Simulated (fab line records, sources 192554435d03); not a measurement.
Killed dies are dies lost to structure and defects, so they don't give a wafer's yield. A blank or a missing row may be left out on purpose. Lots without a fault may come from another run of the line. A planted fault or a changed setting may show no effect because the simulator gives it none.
fab line records | flow n5_finfet
record lots=7 wafers=21 last_day=19
route steps=1938 shown BEOL_M2@907 BEOL_M4@1111 PASSIVATION@1936
lots that met no fault: from a run of the same line without faults
start_h: hours from the record's first day to the start of the lot's first wafer shown | wait_h: hours since the lot's step before | " the same as in the row above | L1.1+2: a row that stands for several wafers | - no value, or no start given | * or withheld: withheld | < > ~ a bound
route shown NAME@n: a module of which the file shows steps, and the number in the route of the first | usual: mean/standard deviation of fault-free wafers | same: alike in all rows | chamber/n: place in a boat | sites: the reading at each site | _std_site: their standard deviation | _edge_site: outer sites' mean less inner sites' | radius_mm: how far each site lies from the wafer's centre | mask NAME#n: copy n | behind: the tool/chamber that last shaped the wafer | hold: why the lot was held/for how many hours/how that ended | device: the transistor (n, p or np) that didn't switch | end of line: the same wafers' tests at the end of the route | a step without rows: its recipe alone | killed: dies lost to structure and defects at the first sort, not the wafer's yield | map: a wafer's dies, x killed, . not, _ none there
set.NAME: the setting as run; set.NAME@STEP: as run at that earlier step | model.NAME: the simulator's own value behind a step, which no gauge read
lots at some steps of the route; a table a step, a row a wafer
services: from which hour (start_h, from the record's first day; less than 0 if before it) a tool's chamber was out of use, for how many hours, and why
## steps
# step N5_BEOL_M2_ANNEAL_80
# recipe temp_c=400 time_s=240 ambient=vacuum
# step N5_BEOL_M2_SPUTTER_81
# recipe material=Cu target_thk_a=45 temp_c=-20 chamber_pressure_pa=0.07 power_w=withheld time_s=8.29
# step N5_BEOL_M2_ANNEAL_82
# recipe temp_c=400 time_s=240 ambient=vacuum
# step N5_BEOL_M2_SPUTTER_86
# recipe material=Cu target_thk_a=45 temp_c=-20 chamber_pressure_pa=0.07 power_w=withheld time_s=8.29
# step N5_BEOL_M2_ANNEAL_87
# recipe temp_c=400 time_s=240 ambient=vacuum
# step N5_BEOL_M2_SPUTTER_88
# recipe material=Cu target_thk_a=45 temp_c=-20 chamber_pressure_pa=0.07 power_w=withheld time_s=8.29
# usual throttle_valve_pct=30.1/0.93
# columns lot.wafer tool chamber start_h wait_h throttle_valve_pct
L666.1 pvd_sputter-01 - 151.03 0.1 28.8
L666.2 " - " " 30.2
L666.4 " - " " 29.5
L670.2 pvd_sputter-02 - 181.12 0.1 30.8
L670.5 " - " " 29.5
L670.6 " - " " 29.7
L669.3 pvd_sputter-03 - 192.05 0.1 30.1
L669.4 " - " " 28.6
L669.5 " - " " 29.9
L671.2 pvd_sputter-01 - 198.61 0.1 30.2
L671.4 " - " " 28.7
L671.5 " - " " 31.8
L679.1 pvd_sputter-01 - 226.92 0.1 32.0
L679.3 " - " " 29.0
L679.6 " - " " 28.9
L686.3 pvd_sputter-02 - 275.24 0.1 30.6
L686.4 " - " " 29.5
L686.6 " - " " 30.6
L689.2 pvd_sputter-03 - 304.13 0.1 28.4
L689.4 " - " " 30.9
L689.5 " - " " 31.0
# step N5_BEOL_M2_ANNEAL_89
# recipe temp_c=400 time_s=240 ambient=vacuum
# usual heater_power_w=845/83 susceptor_temp_C=400.00/0.22
# columns lot.wafer tool chamber start_h wait_h heater_power_w susceptor_temp_C
L666.1 pvd_sputter-01 - 151.11 0.0 995 400.17
L666.2 " - " " 929 400.24
L666.4 " - " " 932 400.12
L670.2 pvd_sputter-02 - 181.21 0.0 850 400.08
L670.5 " - " " 743 400.03
L670.6 " - " " 1036 399.98
L669.3 pvd_sputter-03 - 192.13 0.0 819 399.89
L669.4 " - " " 875 399.91
L669.5 " - " " 837 400.23
L671.2 pvd_sputter-01 - 198.69 0.0 897 400.18
L671.4 " - " " 955 399.85
L671.5 " - " " 811 400.40
L679.1 pvd_sputter-01 - 227.00 0.0 788 399.98
L679.3 " - " " 949 400.22
L679.6 " - " " 975 400.28
L686.3 pvd_sputter-02 - 275.32 0.0 854 400.11
L686.4 " - " " 747 400.08
L686.6 " - " " 847 399.88
L689.2 pvd_sputter-03 - 304.21 0.0 898 400.06
L689.4 " - " " 775 399.84
L689.5 " - " " 775 400.27
# step N5_BEOL_M2_SPUTTER_90
# recipe material=Cu target_thk_a=45 temp_c=-20 chamber_pressure_pa=0.07 power_w=withheld time_s=8.29
# step N5_BEOL_M2_ANNEAL_91
# recipe temp_c=400 time_s=240 ambient=vacuum
# usual heater_power_w=846/83 susceptor_temp_C=399.98/0.21
# columns lot.wafer tool chamber start_h wait_h heater_power_w susceptor_temp_C
L666.1 pvd_sputter-01 - 151.33 0.0 1004 400.32
L666.2 " - " " 926 399.98
L666.4 " - " " 960 399.65
L670.2 pvd_sputter-02 - 181.46 0.0 835 399.79
L670.5 " - " " 725 399.70
L670.6 " - " " 1056 400.23
L669.3 pvd_sputter-03 - 192.35 0.0 849 399.97
L669.4 " - " " 901 399.86
L669.5 " - " " 845 399.76
L671.2 pvd_sputter-01 - 198.93 0.0 913 399.67
L671.4 " - " " 970 399.77
L671.5 " - " " 788 400.12
L679.1 pvd_sputter-01 - 227.22 0.0 785 400.17
L679.3 " - " " 994 399.87
L679.6 " - " " 958 399.93
L686.3 pvd_sputter-02 - 275.54 0.0 851 399.90
L686.4 " - " " 744 399.61
L686.6 " - " " 863 400.16
L689.2 pvd_sputter-03 - 304.43 0.0 880 399.62
L689.4 " - " " 768 400.23
L689.5 " - " " 773 400.05
# step N5_BEOL_M2_SPUTTER_92
# recipe material=Cu target_thk_a=45 temp_c=-20 chamber_pressure_pa=0.07 power_w=withheld time_s=8.29
# step N5_BEOL_M2_ANNEAL_93
# recipe temp_c=400 time_s=240 ambient=vacuum
# usual heater_power_w=844/83 susceptor_temp_C=399.98/0.2
# columns lot.wafer tool chamber start_h wait_h heater_power_w susceptor_temp_C
L666.1 pvd_sputter-01 - 151.55 0.0 985 400.32
L666.2 " - " " 913 400.19
L666.4 " - " " 932 400.05
L670.2 pvd_sputter-02 - 181.71 0.0 849 400.22
L670.5 " - " " 728 399.70
L670.6 " - " " 1019 399.79
L669.3 pvd_sputter-03 - 192.57 0.0 830 399.96
L669.4 " - " " 866 400.15
L669.5 " - " " 850 400.13
L671.2 pvd_sputter-01 - 199.17 0.0 924 399.77
L671.4 " - " " 976 399.84
L671.5 " - " " 812 399.75
L679.1 pvd_sputter-01 - 227.44 0.0 816 399.94
L679.3 " - " " 997 400.16
L679.6 " - " " 986 399.71
L686.3 pvd_sputter-02 - 275.76 0.0 853 400.21
L686.4 " - " " 740 399.85
L686.6 " - " " 834 400.17
L689.2 pvd_sputter-03 - 304.65 0.0 893 400.11
L689.4 " - " " 776 399.98
L689.5 " - " " 762 400.08
# step N5_BEOL_M2_SPUTTER_94
# recipe material=Cu target_thk_a=45 temp_c=-20 chamber_pressure_pa=0.07 power_w=withheld time_s=8.29
# usual throttle_valve_pct=30.0/0.93
# columns lot.wafer tool chamber start_h wait_h throttle_valve_pct
L666.1 pvd_sputter-01 - 151.69 0.1 28.7
L666.2 " - " " 30.1
L666.4 " - " " 29.2
L670.2 pvd_sputter-02 - 181.86 0.1 30.6
L670.5 " - " " 29.5
L670.6 " - " " 29.8
L669.3 pvd_sputter-03 - 192.71 0.1 29.8
L669.4 " - " " 28.5
L669.5 " - " " 29.9
L671.2 pvd_sputter-01 - 199.32 0.1 30.2
L671.4 " - " " 28.8
L671.5 " - " " 32.0
L679.1 pvd_sputter-01 - 227.58 0.1 32.0
L679.3 " - " " 28.8
L679.6 " - " " 28.6
L686.3 pvd_sputter-02 - 275.90 0.1 30.3
L686.4 " - " " 29.3
L686.6 " - " " 30.5
L689.2 pvd_sputter-03 - 304.79 0.1 28.6
L689.4 " - " " 30.6
L689.5 " - " " 30.6
# step N5_BEOL_M2_ANNEAL_95
# recipe temp_c=400 time_s=240 ambient=vacuum
# usual heater_power_w=845/84 susceptor_temp_C=400.01/0.21
# columns lot.wafer tool chamber start_h wait_h heater_power_w susceptor_temp_C
L666.1 pvd_sputter-01 - 151.77 0.0 984 400.04
L666.2 " - " " 925 400.35
L666.4 " - " " 914 400.21
L670.2 pvd_sputter-02 - 181.95 0.0 - -
L670.5 " - " " - -
L670.6 " - " " - -
L669.3 pvd_sputter-03 - 192.79 0.0 - -
L669.4 " - " " - -
L669.5 " - " " - -
L671.2 pvd_sputter-01 - 199.41 0.0 - -
L671.4 " - " " - -
L671.5 " - " " - -
L679.1 pvd_sputter-01 - 227.66 0.0 821 400.12
L679.3 " - " " 971 399.73
L679.6 " - " " 943 399.70
L686.3 pvd_sputter-02 - 275.98 0.0 836 400.01
L686.4 " - " " 738 399.98
L686.6 " - " " 834 399.90
L689.2 pvd_sputter-03 - 304.87 0.0 860 399.85
L689.4 " - " " 762 400.25
L689.5 " - " " 758 400.28
# step N5_BEOL_M2_SPUTTER_96
# recipe material=Cu target_thk_a=45 temp_c=-20 chamber_pressure_pa=0.07 power_w=withheld time_s=8.29
# step N5_BEOL_M4_RC_MEAS_101
# usual DIBL_N=36.0/1.6 DIBL_P=35.8/2 IOFF_N=0.152/0.03 IOFF_P=0.20/0.031 ION_N=670/12 ION_P=459/7.4 SS_N=71.5/0.56 SS_P=73.2/0.64 VT_N=251/3.5 VT_P=-252/3.3
# columns lot.wafer tool chamber start_h wait_h DIBL_N[mV/V] DIBL_P[mV/V] IOFF_N[nA/um] IOFF_P[nA/um] ION_N[uA/um] ION_P[uA/um] SS_N[mV/dec] SS_P[mV/dec] VT_N[mV] VT_P[mV]
L666.1 prober-02 0 199.73 0.0 34.3 33.1 0.119 0.18 647 450 70.8 73.2 255 -250
L666.2 " 0 " " 35.3 35.9 0.155 0.23 677 464 71.1 73.7 247 -246
L666.4 " 0 " " 37.4 37.9 0.198 0.26 691 466 71.9 74.3 244 -245
L669.3 prober-01 0 214.96 0.3 36.2 36.7 0.183 0.22 682 460 71.4 74.0 245 -252
L669.4 " 0 " " 36.0 36.4 0.176 0.21 681 462 71.8 73.7 248 -251
L669.5 " 0 " " 36.7 37.7 0.194 0.22 685 463 71.4 73.6 248 -252
L670.2 prober-01 0 219.36 0.2 36.9 36.5 0.134 0.19 666 458 71.5 73.0 258 -251
L670.5 " 0 " " 37.1 37.2 0.147 0.20 666 459 71.7 73.5 255 -253
L670.6 " 0 " " 35.7 35.8 0.131 0.18 660 456 70.9 72.6 252 -253
L671.2 prober-01 0 238.61 0.2 36.0 36.9 0.158 0.23 674 471 71.4 73.7 249 -247
L671.4 " 0 " " 36.6 37.6 0.160 0.24 669 457 71.3 73.4 250 -247
L671.5 " 0 " " 36.3 38.0 0.149 0.25 656 461 71.5 73.1 254 -248
L679.1 prober-02 0 262.11 0.0 35.1 35.8 0.133 0.18 669 455 71.4 72.8 252 -254
L679.3 " 0 " " 38.1 39.6 0.190 0.22 668 454 72.8 73.3 247 -250
L679.6 " 0 " " 37.5 38.8 0.176 0.21 679 458 72.1 73.5 249 -252
L686.3 prober-02 0 329.27 0.3 34.8 33.4 0.128 0.20 659 464 71.4 73.2 252 -246
L686.4 " 0 " " 36.7 35.4 0.155 0.24 676 468 71.2 73.9 249 -246
L686.6 " 0 " " 36.1 34.2 0.141 0.21 667 461 71.7 73.1 251 -248
L689.2 prober-02 0 347.50 0.2 35.4 35.4 0.139 0.17 673 456 71.5 73.4 251 -254
L689.4 " 0 " " 36.3 36.9 0.164 0.20 669 458 72.8 73.4 249 -254
L689.5 " 0 " " 34.5 35.0 0.131 0.18 656 457 71.9 72.6 251 -253
# step N5_PASSIVATION_PROBE_49
# usual defect_limited_yield=91.6/1.4 killed_at_M0_to_M3=33/10 killed_at_M4_up=13/5.3 killed_at_contacts=13/5.9 killed_at_front_end=36/12 killed_at_other=4/3.1 killed_dies=99/16 killed_open=65/13 killed_short=32/7.3 sort_bin_5_function=4.9/0.9 sort_bin_6_memory=3.1/0.66 sort_bin_8_speed=0.0/0.42 sort_n_pass=1081/17 sort_yield_pct=91.6/1.4
# same gross_dies=1180 killed_at_back_side=0 sort_bin_4_leakage[%]=0
# columns lot.wafer tool chamber start_h wait_h defect_limited_yield[%] killed_at_M0_to_M3 killed_at_M4_up killed_at_contacts killed_at_front_end killed_at_other killed_dies killed_open killed_short sort_bin_5_function[%] sort_bin_6_memory[%] sort_bin_8_speed[%] sort_n_pass sort_yield_pct[%]
L669.3 prober-01 - 321.11 0.1 91.8 39 9 18 26 5 97 61 36 5.0 2.9 0 1083 91.8
L669.4 prober-01 - 321.16 0.2 93.6 26 5 18 26 1 76 52 24 3.5 2.8 0 1104 93.6
L669.5 prober-01 - 321.21 0.2 90.7 41 13 16 35 5 110 58 35 5.5 2.7 0 1070 90.7
L679.1 prober-02 - 365.92 0.0 89.8 26 23 23 45 3 120 78 39 6.1 3.9 0 1060 89.8
L679.3 prober-02 - 366.02 0.1 92.5 38 14 18 16 2 88 56 30 4.8 2.5 0 1092 92.5
# killed by level:class
L669.3 MOL_CONTACT_COAG:geometric_particle:open=16 BEOL_M0_SAQP:geometric_particle:short=14 BEOL_M0_SAQP:geometric_particle:open=11 STI_FIN_REVEAL:geometric_particle:open=6 DUMMY_GATE:geometric_particle:open=6 BEOL_M1:geometric_particle:open=4 BEOL_M2:geometric_particle:open=4 FIN_SAQP:geometric_particle:short=3
L669.4 MOL_CONTACT_COAG:geometric_particle:open=15 BEOL_M2:geometric_particle:open=7 BEOL_M0_SAQP:geometric_particle:short=7 BEOL_M0_SAQP:geometric_particle:open=6 GATE_CUT:geometric_particle:short=5 DUMMY_GATE:geometric_particle:open=4 BEOL_M1:geometric_particle:open=4 FIN_SAQP:geometric_particle:open=3
L669.5 MOL_CONTACT_COAG:geometric_particle:open=14 HKMG_FIN:area_etch=12 BEOL_M0_SAQP:geometric_particle:open=11 BEOL_M0_SAQP:geometric_particle:short=11 BEOL_M2:geometric_particle:open=7 STARTING-WAFER:geometric_particle:short=5 DUMMY_GATE:geometric_particle:open=4 BEOL_M5:geometric_particle:open=4
L679.1 MOL_CONTACT_COAG:geometric_particle:open=17 BEOL_M3:geometric_particle:open=16 BEOL_M4:geometric_particle:open=14 FIN_SAQP:geometric_particle:short=12 DUMMY_GATE:geometric_particle:open=6 GATE_CUT:geometric_particle:short=6 FIN_SAQP:geometric_particle:open=5 STI_FIN_REVEAL:geometric_particle:open=4
L679.3 BEOL_M3:geometric_particle:open=17 MOL_CONTACT_COAG:geometric_particle:open=12 BEOL_M0_SAQP:geometric_particle:short=8 BEOL_M4:geometric_particle:open=6 STI_FIN_REVEAL:geometric_particle:open=5 MOL_CONTACT_COAG:geometric_particle:short=5 BEOL_M3:geometric_particle:short=5 FIN_SAQP:geometric_particle:short=3
## services
# columns tool chamber start_h hours kind
pvd_sputter-01 - 143.59 5.2 repair
## key
first_sign step=N5_BEOL_M2_ANNEAL_95 reading=tool_record direction=missing
effect none on later readings
met_at N5_BEOL_M2_ANNEAL_95
struck_wafers L669.3,L669.4,L669.5,L670.2,L670.5,L670.6,L671.2,L671.4,L671.5
rows_end L671.4,L671.5
baseline_loss step=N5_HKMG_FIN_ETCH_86 wafers=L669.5
onset_between 151.77 181.95
earlier_fault kind=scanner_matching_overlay tool=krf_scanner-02 chamber=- onset_h=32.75 steps=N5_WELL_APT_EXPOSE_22 offset=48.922
fault kind=skipped_step_whole tool=pvd_sputter-01,pvd_sputter-02,pvd_sputter-03 chamber=- onset_h=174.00 steps=N5_BEOL_M2_ANNEAL_95 scope=struck_lots_only
# rows_end: these wafers met a further fault down the route, and their rows from its step on are left out
# baseline_loss: these wafers lose ten dies or more at that step, a loss of the line's own and not of a fault; the sort's usual values leave them out
